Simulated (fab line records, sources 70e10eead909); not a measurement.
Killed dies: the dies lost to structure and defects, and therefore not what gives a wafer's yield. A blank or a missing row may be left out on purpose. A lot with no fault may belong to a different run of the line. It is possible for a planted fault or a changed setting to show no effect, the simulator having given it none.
fab line records -- flow nandHarc -- part 1 of 2: steps 1 to 4 of 6
record lots=20, wafers=60, lastDay=25
route steps=1159 shown A_STAIRCASE@582
lots with no fault: from the same line, run without faults
startH: hours from the record's opening day to when the first of the lot's shown wafers began -- waitH: hours elapsed since this lot's preceding step -- " unchanged from the row above -- L1.1+2: one row covering several wafers at once -- - no value, or no start was given -- * or withheld: withheld -- < > ~ a bound
route shown NAME@n: names a module that has steps shown in the file, with the first one's number in the route -- usual: the fault-free wafers' mean and standard deviation -- same: alike in all rows -- chamber/n: place in a boat -- sites: per-site readings -- _std_site: standard deviation of those values -- _edge_site: the outer-site mean with the inner-site mean subtracted -- radiusMm: for every site, how far away it sits from the centre of the wafer -- mask NAME#n: copy n -- behind: the tool/chamber that last shaped the wafer -- hold: cause of the lot's hold/its duration in hours/its outcome -- device: the transistor (n, p or np) that didn't switch -- end of line: tests of these same wafers at the route's end -- for a step that has no rows: nothing shown but its recipe -- killed: the dies lost at the first sort to structure and to defects; this is not the yield of the wafer -- map: dies across one wafer; x = killed, . = not, _ = none there
set.NAME: the setting as run; set.NAME@STEP: as run at that earlier step -- model.NAME: the simulator's own value behind a step, which no gauge read
a sample of lots followed through the steps of the route, with each step as a table and each wafer as a row
services: when a tool's chamber went out of use (startH, in hours from the record's first day, below 0 if earlier), for how many hours, and the reason
## steps
# step NHARC_A_STAIRCASE_ETCH_188
# recipe targetDepthA=1000, timeS=40.5, ionEnergyEv=400, c4f8FlowSccm=20, o2FlowSccm=10, arFlowSccm=withheld, rfW=600, biasW=1000, chemistry=C4F8/O2
# usual chamberPressureMTorr=25.000/0.023, oesProductAu=0.935/0.016, rfVppV=895/3.5
# same timeS=40.5
lot.wafer,tool,chamber,startH,waitH,chamberPressureMTorr,oesProductAu,rfHoursCounterH,rfVppV
L076.2,rieDiel-06,0,-,-,24.996,0.944,1,899
L076.1,rieDiel-06,1,-,-,24.994,0.936,1,895
L076.5,rieDiel-06,2,-,-,24.995,0.945,-,892
L075.2,rieDiel-06,2,-,-,25.029,0.908,2,892
L075.5,rieDiel-06,1,-,-,25.046,0.919,-,895
L075.6,rieDiel-06,2,-,-,24.959,0.918,-,894
L074.4,rieDiel-06,0,-,-,24.991,0.939,6,898
L074.1,rieDiel-06,1,-,-,24.965,0.926,6,896
L074.3,rieDiel-06,3,-,-,25.015,0.935,6,898
L077.1,rieDiel-06,1,-,-,24.999,0.913,6,895
L077.5,rieDiel-06,3,-,-,25.030,0.940,-,900
L077.6,rieDiel-06,0,-,-,25.015,0.927,-,898
L080.4,rieDiel-06,2,-,-,25.035,0.940,12,894
L080.6,rieDiel-06,0,-,-,24.977,0.941,-,898
L080.5,rieDiel-06,1,-,-,24.951,0.942,-,895
L081.4,rieDiel-06,0,-,-,24.967,0.932,13,898
L081.2,rieDiel-06,1,-,-,24.960,0.926,12,896
L081.1,rieDiel-06,2,-,-,24.983,0.922,13,892
L082.2,rieDiel-05,3,-,-,25.057,0.938,45,892
L082.5,rieDiel-05,3,-,-,25.004,0.942,-,890
L082.6,rieDiel-05,0,-,-,24.992,0.942,-,894
L085.3,rieDiel-06,0,-,-,25.008,0.933,19,899
L085.2,rieDiel-06,2,-,-,25.043,0.939,18,895
L085.6,rieDiel-06,0,-,-,24.981,0.938,-,898
L083.1,rieDiel-10,2,-,-,25.010,0.938,40,898
L083.4,rieDiel-10,0,-,-,25.005,0.932,42,900
L083.5,rieDiel-10,1,-,-,25.035,0.940,-,894
L084.3,rieDiel-05,3,-,-,24.949,0.915,47,891
L084.1,rieDiel-05,1,-,-,24.953,0.928,41,890
L084.6,rieDiel-05,3,-,-,25.012,0.918,-,892
L087.4,rieDiel-06,3,-,-,24.978,0.954,27,898
L087.2,rieDiel-06,0,-,-,24.998,0.963,27,898
L087.5,rieDiel-06,2,-,-,24.992,0.951,-,893
L086.2,rieDiel-05,2,-,-,24.974,0.926,48,902
L086.3,rieDiel-05,3,-,-,24.988,0.910,52,891
L086.4,rieDiel-05,0,-,-,25.013,0.907,52,893
L088.3,rieDiel-10,3,-,-,25.033,0.917,51,891
L088.6,rieDiel-10,3,-,-,24.967,0.915,-,892
L088.5,rieDiel-10,0,-,-,24.999,0.917,-,899
L090.1,rieDiel-10,2,-,-,25.003,0.965,53,899
L090.3,rieDiel-10,0,-,-,25.006,0.947,55,896
L090.6,rieDiel-10,3,-,-,25.010,0.945,-,889
L089.4,rieDiel-10,2,-,-,24.985,0.952,53,899
L089.1,rieDiel-10,1,-,-,25.048,0.927,52,891
L089.6,rieDiel-10,3,-,-,25.011,0.920,-,892
L092.2,rieDiel-06,3,-,-,24.963,0.932,41,898
L092.6,rieDiel-06,3,-,-,24.998,0.934,-,899
L092.5,rieDiel-06,0,-,-,25.004,0.927,-,898
L093.3,rieDiel-05,1,-,-,25.006,0.949,0,891
L093.1,rieDiel-05,2,-,-,24.945,0.943,0,901
L093.5,rieDiel-05,0,-,-,24.968,0.925,-,893
L091.4,rieDiel-06,0,-,-,25.032,0.971,42,899
L091.5,rieDiel-06,3,-,-,24.989,0.974,-,898
L091.6,rieDiel-06,0,-,-,25.006,0.959,-,897
L095.2,rieDiel-06,1,-,-,25.004,0.947,43,894
L095.1,rieDiel-06,0,-,-,25.021,0.930,48,898
L095.6,rieDiel-06,1,-,-,24.984,0.942,-,896
L094.3,rieDiel-05,0,-,-,25.025,0.914,8,892
L094.2,rieDiel-05,1,-,-,24.981,0.922,8,890
L094.4,rieDiel-05,0,-,-,25.004,0.920,-,892
# step NHARC_A_STAIRCASE_TRIM_196
# recipe timeS=211.2, o2FlowSccm=500, arFlowSccm=0, biasW=0, chemistry=O2
# usual chamberPressureMTorr=60.00/0.057, drypumpMotorCurrentA=5.8/0.44, oesProductAu=0.996/0.0088, rfVppV=57.6/0.91, showerheadPlenumPTorr=3.49/0.1, throttleValvePct=17.036/0.009
# same timeS=211.2
lot.wafer,tool,chamber,startH,waitH,chamberPressureMTorr,drypumpMotorCurrentA,oesProductAu,rfHoursCounterH,rfVppV,showerheadPlenumPTorr,throttleValvePct
L076.2,rieDiel-06,2,254.86,0.1,60.01,5.4,0.993,2,56.5,3.44,17.045
L076.1,rieDiel-06,1,254.86,0.1,59.98,5.8,0.997,2,56.2,3.52,17.031
L076.5,rieDiel-06,2,254.86,0.1,60.01,5.5,0.978,-,57.9,3.44,17.009
L075.2,rieDiel-06,0,258.69,0.1,59.89,6.2,1.008,5,58.1,3.60,17.027
L075.5,rieDiel-06,2,258.69,0.1,59.96,5.5,0.985,-,57.9,3.44,17.044
L075.6,rieDiel-06,3,258.69,0.1,59.99,6.2,1.005,-,59.3,3.61,17.041
L074.4,rieDiel-06,1,263.03,0.1,60.00,5.8,0.988,7,58.0,3.52,17.037
L074.1,rieDiel-06,2,263.03,0.1,60.06,5.5,0.992,7,58.7,3.44,17.034
L074.3,rieDiel-06,0,263.03,0.1,59.96,6.2,1.008,7,57.7,3.60,17.028
L077.1,rieDiel-06,0,263.46,0.2,59.96,6.2,1.013,8,58.7,3.60,17.037
L077.5,rieDiel-06,1,263.46,0.2,60.02,5.7,0.994,-,58.4,3.52,17.038
L077.6,rieDiel-06,2,263.46,0.2,60.00,5.4,0.993,-,58.8,3.44,17.047
L080.4,rieDiel-05,0,272.82,0.1,59.98,5.9,0.990,42,58.1,3.45,17.027
L080.6,rieDiel-05,2,272.82,0.1,60.02,6.7,0.999,-,59.4,3.67,17.036
L080.5,rieDiel-05,3,272.82,0.1,60.06,5.7,0.980,-,57.0,3.40,17.035
L081.4,rieDiel-06,2,275.08,0.1,60.03,5.4,0.993,13,58.4,3.44,17.035
L081.1,rieDiel-06,3,275.08,0.1,59.96,6.1,1.000,15,60.4,3.60,17.026
L081.2,rieDiel-06,0,275.08,0.1,60.10,6.2,1.019,14,57.1,3.60,17.056
L082.2,rieDiel-05,0,295.86,0.1,59.91,5.9,0.999,47,57.1,3.45,17.041
L082.5,rieDiel-05,0,295.86,0.1,60.01,5.9,0.991,-,58.3,3.45,17.055
L082.6,rieDiel-05,1,295.86,0.1,60.02,5.3,1.002,-,59.4,3.37,17.039
L085.3,rieDiel-06,3,296.37,0.1,60.03,6.1,1.008,20,58.8,3.60,17.033
L085.2,rieDiel-06,1,296.37,0.1,60.03,5.7,0.992,18,58.6,3.51,17.033
L085.6,rieDiel-06,0,296.37,0.1,60.07,6.2,0.997,-,58.6,3.59,17.036
L083.4,rieDiel-05,3,300.73,0.1,60.04,5.8,0.980,48,57.2,3.40,17.030
L083.1,rieDiel-05,0,300.73,0.1,60.00,5.9,0.999,48,57.1,3.45,17.041
L083.5,rieDiel-05,1,300.73,0.1,60.04,5.3,1.001,-,58.3,3.37,17.032
L084.1,rieDiel-05,3,301.07,0.1,59.88,5.7,0.984,48,57.9,3.40,17.054
L084.3,rieDiel-05,1,301.07,0.1,60.11,5.3,1.004,42,57.1,3.36,17.042
L084.6,rieDiel-05,2,301.07,0.1,59.99,6.7,0.989,-,57.8,3.67,17.029
L087.4,rieDiel-06,1,315.60,0.1,59.90,5.8,0.995,25,57.2,3.51,17.035
L087.2,rieDiel-06,3,315.60,0.1,60.03,6.2,0.992,27,58.5,3.59,17.017
L087.5,rieDiel-06,1,315.60,0.1,60.03,5.8,1.001,-,57.1,3.51,17.033
L086.3,rieDiel-10,3,315.93,0.1,60.00,5.1,0.996,49,57.9,3.39,17.030
L086.2,rieDiel-10,0,315.93,0.1,59.99,5.5,1.004,48,58.2,3.63,17.049
L086.4,rieDiel-10,1,315.93,0.1,60.04,6.7,1.008,45,56.8,3.42,17.048
L088.3,rieDiel-10,0,320.73,0.1,59.97,5.5,0.999,50,58.1,3.63,17.040
L088.6,rieDiel-10,3,320.73,0.1,59.91,5.2,1.001,-,56.3,3.39,17.031
L088.5,rieDiel-10,0,320.73,0.1,59.97,5.5,0.992,-,56.6,3.63,17.040
L090.3,rieDiel-06,2,334.15,0.1,60.04,5.4,0.992,34,58.0,3.43,17.052
L090.1,rieDiel-06,1,334.15,0.1,59.98,5.8,0.990,33,56.9,3.50,17.028
L090.6,rieDiel-06,3,334.15,0.1,60.00,6.1,1.013,-,56.3,3.59,17.023
L089.1,rieDiel-05,2,334.45,0.1,59.94,6.7,0.998,57,59.1,3.66,17.037
L089.4,rieDiel-05,0,334.45,0.1,60.00,5.8,1.005,64,58.7,3.44,17.019
L089.6,rieDiel-05,2,334.45,0.1,59.99,6.7,1.007,-,57.9,3.66,17.039
L093.3,rieDiel-06,1,351.96,0.1,60.07,5.8,0.999,39,57.7,3.50,17.041
L093.1,rieDiel-06,0,351.96,0.1,59.95,6.2,0.999,41,56.4,3.58,17.027
L093.5,rieDiel-06,2,351.96,0.1,59.94,5.5,0.996,-,58.8,3.42,17.041
L092.2,rieDiel-05,3,352.34,0.1,60.03,5.7,0.983,1,59.5,3.39,17.043
L092.5,rieDiel-05,0,352.34,0.1,60.02,5.9,0.993,-,56.8,3.44,17.035
L092.6,rieDiel-05,1,352.34,0.1,60.06,5.3,1.005,-,56.0,3.36,17.052
L091.4,rieDiel-05,2,355.91,0.4,59.90,6.7,1.000,2,59.0,3.66,17.029
L091.5,rieDiel-05,3,355.91,0.4,60.08,5.7,0.982,-,55.4,3.39,17.035
L091.6,rieDiel-05,0,355.91,0.4,59.99,5.9,0.980,-,57.8,3.44,17.045
L095.1,rieDiel-06,1,362.42,0.1,59.99,5.8,1.002,44,56.9,3.50,17.035
L095.2,rieDiel-06,0,362.42,0.1,60.03,6.2,1.003,48,57.9,3.58,17.028
L095.6,rieDiel-06,2,362.42,0.1,59.95,5.4,0.992,-,57.8,3.42,17.035
L094.3,rieDiel-05,1,363.45,0.1,59.96,5.3,0.998,9,56.9,3.35,17.032
L094.2,rieDiel-05,0,363.45,0.1,59.95,5.9,0.986,9,55.3,3.43,17.036
L094.4,rieDiel-05,3,363.45,0.1,59.94,5.7,0.988,-,56.6,3.39,17.038
# step NHARC_A_STAIRCASE_TRIM_198
# recipe timeS=211.2, o2FlowSccm=500, arFlowSccm=0, biasW=0, chemistry=O2
# usual chamberPressureMTorr=60.00/0.052, drypumpMotorCurrentA=5.8/0.42, oesProductAu=0.996/0.0084, rfVppV=57.9/0.88, showerheadPlenumPTorr=3.49/0.099, throttleValvePct=17.035/0.0076
# same timeS=211.2
lot.wafer,tool,chamber,startH,waitH,chamberPressureMTorr,drypumpMotorCurrentA,oesProductAu,rfHoursCounterH,rfVppV,showerheadPlenumPTorr,throttleValvePct
L076.2,rieDiel-06,3,-,-,59.99,6.1,0.999,2,58.0,3.61,17.032
L076.1,rieDiel-06,0,-,-,59.97,6.2,1.012,2,57.9,3.60,17.026
L076.5,rieDiel-06,1,-,-,59.98,5.8,0.981,-,57.2,3.52,17.040
L075.2,rieDiel-06,3,-,-,59.96,6.1,1.014,5,57.6,3.61,17.035
L075.5,rieDiel-06,1,-,-,59.97,5.7,0.992,-,58.2,3.52,17.022
L075.6,rieDiel-06,2,-,-,59.97,5.4,0.997,-,57.4,3.44,17.032
L074.1,rieDiel-06,1,-,-,59.91,5.8,1.009,7,57.1,3.52,17.037
L074.4,rieDiel-06,2,-,-,59.90,5.4,0.998,7,57.4,3.44,17.022
L074.3,rieDiel-06,0,-,-,60.03,6.2,1.011,8,58.6,3.60,17.029
L077.1,rieDiel-06,3,-,-,60.03,6.1,1.007,8,57.6,3.60,17.020
L077.5,rieDiel-06,2,-,-,60.01,5.5,0.995,-,59.3,3.44,17.046
L077.6,rieDiel-06,3,-,-,59.99,6.1,0.998,-,58.7,3.60,17.047
L080.4,rieDiel-05,2,-,-,60.03,6.8,0.984,37,58.5,3.67,17.033
L080.6,rieDiel-05,0,-,-,60.02,5.9,0.986,-,56.7,3.45,17.041
L080.5,rieDiel-05,1,-,-,59.93,5.3,0.986,-,57.4,3.37,17.037
L081.2,rieDiel-06,3,-,-,59.96,6.1,0.991,15,57.7,3.60,17.043
L081.1,rieDiel-06,1,-,-,59.95,5.7,1.000,12,57.1,3.52,17.030
L081.4,rieDiel-06,2,-,-,60.05,5.4,0.990,13,58.3,3.44,17.034
L082.2,rieDiel-05,2,-,-,59.96,6.7,0.998,42,58.2,3.67,17.026
L082.6,rieDiel-05,3,-,-,60.04,5.7,0.988,-,57.6,3.40,17.034
L082.5,rieDiel-05,0,-,-,59.92,5.9,0.993,-,59.7,3.45,17.043
L085.3,rieDiel-06,0,-,-,60.02,6.2,0.993,20,59.1,3.59,17.046
L085.2,rieDiel-06,1,-,-,59.93,5.8,1.003,18,58.7,3.51,17.048
L085.6,rieDiel-06,3,-,-,60.03,6.1,1.004,-,56.4,3.60,17.043
L083.4,rieDiel-05,3,-,-,60.07,5.7,0.978,48,57.5,3.40,17.031
L083.1,rieDiel-05,2,-,-,59.97,6.7,0.985,44,58.2,3.67,17.044
L083.5,rieDiel-05,3,-,-,60.10,5.7,0.982,-,58.3,3.40,17.041
L084.1,rieDiel-05,0,-,-,60.01,5.9,0.991,49,57.2,3.45,17.024
L084.3,rieDiel-05,1,-,-,59.96,5.3,0.996,42,57.6,3.36,17.039
L084.6,rieDiel-05,0,-,-,60.09,5.9,1.000,-,57.1,3.45,17.034
L087.4,rieDiel-06,2,-,-,59.93,5.4,1.001,25,57.3,3.43,17.032
L087.2,rieDiel-06,0,-,-,59.98,6.2,0.995,28,57.0,3.59,17.028
L087.5,rieDiel-06,2,-,-,60.02,5.4,0.989,-,58.0,3.43,17.045
L086.2,rieDiel-10,2,-,-,59.98,6.2,1.016,46,58.5,3.60,17.034
L086.4,rieDiel-10,3,-,-,59.97,5.2,0.996,49,56.4,3.39,17.030
L086.3,rieDiel-10,1,-,-,59.97,6.7,0.991,45,56.9,3.42,17.045
L088.3,rieDiel-10,3,-,-,60.02,5.2,0.995,51,57.5,3.39,17.043
L088.5,rieDiel-10,3,-,-,60.06,5.2,0.997,-,59.4,3.39,17.031
L088.6,rieDiel-10,0,-,-,60.03,5.5,0.994,-,57.9,3.63,17.040
L090.3,rieDiel-06,2,-,-,60.01,5.5,0.998,34,57.9,3.43,17.038
L090.1,rieDiel-06,3,-,-,59.99,6.1,0.999,36,57.4,3.59,17.041
L090.6,rieDiel-06,3,-,-,59.97,6.1,0.997,-,57.5,3.59,17.049
L089.1,rieDiel-05,1,-,-,59.95,5.3,0.999,57,57.4,3.36,17.036
L089.4,rieDiel-05,2,-,-,60.04,6.7,0.996,57,57.0,3.66,17.035
L089.6,rieDiel-05,0,-,-,59.93,5.9,0.989,-,58.6,3.44,17.034
L093.1,rieDiel-06,3,-,-,59.98,6.2,1.000,42,59.7,3.58,17.033
L093.3,rieDiel-06,2,-,-,60.11,5.4,0.986,40,59.0,3.42,17.038
L093.5,rieDiel-06,3,-,-,59.92,6.1,1.007,-,59.7,3.58,17.042
L092.2,rieDiel-05,0,-,-,59.94,5.9,0.989,1,57.2,3.44,17.031
L092.6,rieDiel-05,1,-,-,59.89,5.3,0.998,-,59.4,3.36,17.032
L092.5,rieDiel-05,2,-,-,59.92,6.7,1.000,-,58.4,3.66,17.026
L091.5,rieDiel-05,3,-,-,59.93,5.7,1.000,-,57.1,3.39,17.031
L091.6,rieDiel-05,0,-,-,60.03,5.9,0.999,-,57.2,3.44,17.044
L091.4,rieDiel-05,1,-,-,59.96,5.3,1.003,-,59.1,3.35,17.037
L095.1,rieDiel-06,2,-,-,60.08,5.4,1.004,45,57.9,3.42,17.035
L095.2,rieDiel-06,1,-,-,59.94,5.8,1.010,44,58.7,3.50,17.027
L095.6,rieDiel-06,3,-,-,59.95,6.1,1.000,-,57.6,3.58,17.047
L094.3,rieDiel-05,1,-,-,60.00,5.3,0.997,9,57.0,3.35,17.030
L094.2,rieDiel-05,3,-,-,59.92,5.7,0.983,8,57.3,3.39,17.030
L094.4,rieDiel-05,1,-,-,59.93,5.3,0.990,-,57.4,3.35,17.021
# step NHARC_A_STAIRCASE_ETCH_203
# recipe targetDepthA=1000, timeS=40.5, ionEnergyEv=400, c4f8FlowSccm=20, o2FlowSccm=10, arFlowSccm=withheld, rfW=600, biasW=1000, chemistry=C4F8/O2
# usual chamberPressureMTorr=24.999/0.025, oesProductAu=0.936/0.012, rfVppV=895/4
# same timeS=40.5
lot.wafer,tool,chamber,startH,waitH,chamberPressureMTorr,oesProductAu,rfHoursCounterH,rfVppV
L076.2,rieDiel-06,1,-,-,24.974,0.921,2,896
L076.1,rieDiel-06,2,-,-,25.022,0.922,2,893
L076.5,rieDiel-06,1,-,-,24.999,0.916,-,897
L075.2,rieDiel-06,1,-,-,25.015,0.925,5,895
L075.5,rieDiel-06,0,-,-,24.997,0.948,-,898
L075.6,rieDiel-06,1,-,-,25.020,0.948,-,896
L074.3,rieDiel-06,3,-,-,25.010,0.938,8,899
L074.1,rieDiel-06,0,-,-,24.977,0.931,8,898
L074.4,rieDiel-06,1,-,-,24.988,0.939,7,898
L077.1,rieDiel-06,1,-,-,25.039,0.925,8,896
L077.5,rieDiel-06,1,-,-,24.987,0.933,-,896
L077.6,rieDiel-06,2,-,-,24.974,0.938,-,894
L080.4,rieDiel-05,0,-,-,25.007,0.918,43,892
L080.5,rieDiel-05,1,-,-,25.027,0.945,-,891
L080.6,rieDiel-05,2,-,-,25.027,0.937,-,902
L081.2,rieDiel-06,2,-,-,24.998,0.942,14,894
L081.1,rieDiel-06,3,-,-,25.008,0.937,16,899
L081.4,rieDiel-06,0,-,-,24.932,0.952,14,898
L085.2,rieDiel-06,2,-,-,24.995,0.942,19,894
L085.3,rieDiel-06,3,-,-,24.991,0.947,20,898
L085.6,rieDiel-06,3,-,-,24.993,0.942,-,899
L082.2,rieDiel-05,1,-,-,25.015,0.941,40,890
L082.6,rieDiel-05,1,-,-,24.965,0.940,-,890
L082.5,rieDiel-05,2,-,-,25.014,0.938,-,901
L083.4,rieDiel-05,2,-,-,25.036,0.932,45,901
L083.1,rieDiel-05,3,-,-,25.030,0.934,48,893
L083.5,rieDiel-05,3,-,-,25.010,0.922,-,892
L084.3,rieDiel-05,2,-,-,24.993,0.932,45,901
L084.1,rieDiel-05,3,-,-,24.982,0.910,48,890
L084.6,rieDiel-05,3,-,-,25.006,0.912,-,891
L087.4,rieDiel-06,2,-,-,25.035,0.957,25,893
L087.2,rieDiel-06,3,-,-,24.972,0.950,27,898
L087.5,rieDiel-06,2,-,-,25.013,0.955,-,892
L086.3,rieDiel-10,2,-,-,25.002,0.954,46,898
L086.2,rieDiel-10,3,-,-,25.034,0.947,50,890
L086.4,rieDiel-10,1,-,-,24.997,0.947,45,893
L088.3,rieDiel-10,2,-,-,25.030,0.969,48,897
L088.6,rieDiel-10,3,-,-,25.040,0.936,-,892
L088.5,rieDiel-10,0,-,-,25.017,0.939,-,900
L090.1,rieDiel-06,2,-,-,24.994,0.927,34,892
L090.3,rieDiel-06,0,-,-,24.956,0.936,36,897
L090.6,rieDiel-06,2,-,-,25.065,0.924,-,893
L089.1,rieDiel-05,1,-,-,24.993,0.932,57,888
L089.4,rieDiel-05,2,-,-,25.006,0.928,58,901
L089.6,rieDiel-05,1,-,-,24.984,0.931,-,891
L092.2,rieDiel-05,3,-,-,24.987,0.917,1,891
L092.5,rieDiel-05,1,-,-,25.010,0.940,-,892
L092.6,rieDiel-05,2,-,-,24.985,0.944,-,901
L093.3,rieDiel-06,3,-,-,24.955,0.944,43,901
L093.1,rieDiel-06,1,-,-,24.993,0.953,39,895
L093.5,rieDiel-06,3,-,-,24.960,0.935,-,898
L091.5,rieDiel-05,3,-,-,24.994,0.908,-,891
L091.4,rieDiel-05,0,-,-,24.992,0.917,-,892
L091.6,rieDiel-05,1,-,-,24.965,0.920,-,889
L095.2,rieDiel-06,1,-,-,25.005,0.949,44,895
L095.1,rieDiel-06,2,-,-,25.043,0.937,45,892
L095.6,rieDiel-06,3,-,-,24.990,0.956,-,898
L094.2,rieDiel-05,0,-,-,25.000,0.935,9,893
L094.3,rieDiel-05,1,-,-,25.018,0.939,9,888
L094.4,rieDiel-05,1,-,-,25.018,0.936,-,888
